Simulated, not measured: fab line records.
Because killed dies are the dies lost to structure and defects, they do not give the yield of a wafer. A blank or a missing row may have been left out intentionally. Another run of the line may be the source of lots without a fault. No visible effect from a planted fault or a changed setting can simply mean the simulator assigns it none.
The tool behind it: which one? | flow nand harc | 14 lots, 42 wafers sampled, at 5 steps of a route of 1302

WHAT THE GAUGES SHOWED, per wafer
NHARC_A_CHANNEL_HOLE_D1_CD_MEAS_30. Usual: 90.3 nm for cd nm, sd 1.5.
lot  | measured     | on        | cd nm (nm)     | flag
L554 | day 9 05:57  | cd sem-01 | 93.8 89.7 90.5 |
L553 | day 9 06:21  | cd sem-01 | 91.0 89.6 88.0 |
L552 | day 9 09:40  | cd sem-03 | 89.7 90.7 89.9 |
L555 | day 9 23:26  | cd sem-01 | 89.6 89.9 89.6 |
L556 | day 10 06:53 | cd sem-01 | 87.5 89.5 88.8 |
L557 | day 11 02:47 | cd sem-03 | 89.6 90.2 90.6 |
L558 | day 11 04:43 | cd sem-01 | 91.8 91.1 91.9 |
L559 | day 12 06:14 | cd sem-03 | 93.7 91.0 92.3 |
L562 | day 12 13:30 | cd sem-03 | 93.0 90.3 90.6 |
L564 | day 13 15:40 | cd sem-01 | 88.1 91.5 90.3 |
L566 | day 14 19:18 | cd sem-02 | 90.7 90.2 91.2 |
L568 | day 15 10:35 | cd sem-02 | 88.4 89.2 88.8 |
L572 | day 16 20:45 | cd sem-02 | 89.0 88.7 92.0 |
L573 | day 17 23:28 | cd sem-03 | 91.0 89.0 90.7 |

NHARC_A_ONON_D2_THK_MEAS_05: measures by ellipsometry. Usual: 1001 nm for thk nm, sd 8.4.
lot  | measured     | on            | thk nm (nm)    | flag
L554 | day 12 17:49 | film metro-01 | 1005 1006 1005 |
L553 | day 12 17:59 | film metro-01 | 998 998 999    |
L552 | day 13 04:34 | film metro-02 | 979 978 977    |
L555 | day 13 14:52 | film metro-01 | 1012 1010 1009 |
L556 | day 13 14:56 | film metro-02 | 1005 1005 1003 |
L557 | day 14 16:29 | film metro-02 | 1000 999 1000  |
L558 | day 14 16:31 | film metro-01 | 1017 1016 1016 |
L559 | day 16 01:02 | film metro-01 | 998 997 998    |
L562 | day 16 01:47 | film metro-02 | 991 989 990    |
L564 | day 17 10:02 | film metro-01 | 993 994 994    |
L566 | day 18 07:29 | film metro-02 | 1003 1002 1002 |
L568 | day 19 07:56 | film metro-01 | 1010 1008 1010 |
L572 | day 20 13:10 | film metro-01 | 1651 1650 1650 | OFF
L573 | day 21 17:04 | film metro-01 | 1655 1655 1656 | OFF

NHARC_END_SORT_01. Usual: killed at array 41, standard deviation 10; killed at other 0.8, standard deviation 0.91; killed at periphery 4.2, standard deviation 2.9; killed dies 46, standard deviation 10; killed open 3.5, standard deviation 2.1; killed short 2.5, standard deviation 1.6.
lot  | measured     | on        | killed at array | killed at other | killed at periphery | killed dies | killed open | killed short | flag
L572 | day 31 19:32 | prober-02 | 676 670 670     | 0 1 0           | 1 6 7               | 677 677 677 | 2 6 1       | 2 3 5        | OFF
L573 | day 34 12:41 | prober-01 | 670 666 666     | 0 2 1           | 7 9 10              | 677 677 677 | 2 2 2       | 1 3 2        | OFF

TOOL THAT RAN EACH LOT (tool first, then ch and the chambers of the sampled wafers, then the start)
lot  | NHARC_A_DECK1_JOINT_DEP_16      | NHARC_A_ONON_D2_DEP_03
L554 | pecvd-03 ch 1,2, day 12 16:21   | pecvd onon-03 ch 0, day 12 17:18
L553 | pecvd-03 ch 0,1, day 12 16:31   | pecvd onon-04 ch 0, day 12 17:32
L552 | pecvd-04 ch 0,2, day 13 03:09   | pecvd onon-03 ch 0, day 13 04:10
L555 | pecvd-01 ch 0,1,2, day 13 13:28 | pecvd onon-03 ch 0, day 13 14:25
L556 | pecvd-04 ch 0,2, day 13 13:28   | pecvd onon-04 ch 0, day 13 14:25
L557 | pecvd-03 ch 0,1, day 14 15:02   | pecvd onon-03 ch 0, day 14 16:02
L558 | pecvd-04 ch 0,1,2, day 14 15:02 | pecvd onon-01 ch 0, day 14 16:01
L559 | pecvd-04 ch 0,1, day 15 23:34   | pecvd onon-01 ch 0, day 16 00:30
L562 | pecvd-01 ch 1,2, day 16 00:16   | pecvd onon-01 ch 0, day 16 01:17
L564 | pecvd-03 ch 0,1, day 17 08:38   | pecvd onon-01 ch 0, day 17 09:32
L566 | pecvd-03 ch 0,1,2, day 18 05:47 | pecvd onon-04 ch 0, day 18 06:59
L568 | pecvd-01 ch 0,2, day 19 06:28   | pecvd onon-04 ch 0, day 19 07:25
L572 | pecvd-01 ch 0,1,2, day 20 11:43 | pecvd onon-04 ch 0, day 20 12:40
L573 | pecvd-03 ch 1,2, day 21 15:39   | pecvd onon-04 ch 0, day 21 16:40
- NHARC_A_DECK1_JOINT_DEP_16: deposits SiO2, target thk 45 nm.
- NHARC_A_ONON_D2_DEP_03: target thk 1000 nm.

AS READ BY THE TOOLS THEMSELVES (means over the sampled wafers that have a number; for cases with no such wafer, the mark the record gives instead)
NHARC_A_DECK1_JOINT_DEP_16. Usual: heater power w 530 W, standard deviation 120; throttle valve pct 16.0 %, standard deviation 0.57.
lot  | tool     | heater power w (W) | throttle valve pct (%) | flag
L554 | pecvd-03 | 580                | 16.0                   |
L553 | pecvd-03 | 515                | 16.5                   |
L552 | pecvd-04 | 462                | 16.8                   |
L555 | pecvd-01 | 546                | 15.8                   |
L556 | pecvd-04 | 498                | 16.8                   |
L557 | pecvd-03 | 492                | 16.3                   |
L558 | pecvd-04 | 553                | 16.3                   |
L559 | pecvd-04 | 649                | 15.7                   |
L562 | pecvd-01 | 537                | 15.7                   |
L564 | pecvd-03 | 505                | 16.4                   |
L566 | pecvd-03 | 425                | 16.1                   |
L568 | pecvd-01 | 533                | 15.6                   |
L572 | pecvd-01 | 564                | 15.8                   |
L573 | pecvd-03 | 456                | 15.9                   |

THE ANSWER, worked out from the rows above alone
Rule: lot off if the mean of its wafers having a number is beyond 3 standard deviations from the usual mean. A lot without any number at a reading at which 4 lots or more have one is off too. Any other lot the step has rows for is counted as sound. After the gauges, taken in route order, come the tools' own readings; for these a lot's mean is taken, as printed above. At the first step where some lot is off, the reading lying furthest off is the one used; lots without a number count as furthest.
Off: L572, L573, at NHARC_A_ONON_D2_THK_MEAS_05 (thk nm).
If a tool, at a process step before that reading, ran all the lots that are off and no sound lot after the first of them, it fits. The gauges at NHARC_A_ONON_D2_THK_MEAS_05 aren't tried: what is off there is off at NHARC_END_SORT_01 too, on other tools, and a gauge's error can't cause that. One candidate fits, namely pecvd onon-04 at NHARC_A_ONON_D2_DEP_03. Its last sound lot is L568 (day 19 07:25), its first lot that is off L572 (day 20 12:40): a fault that began between those two fits.

WHAT THE SIMULATOR PUT IN
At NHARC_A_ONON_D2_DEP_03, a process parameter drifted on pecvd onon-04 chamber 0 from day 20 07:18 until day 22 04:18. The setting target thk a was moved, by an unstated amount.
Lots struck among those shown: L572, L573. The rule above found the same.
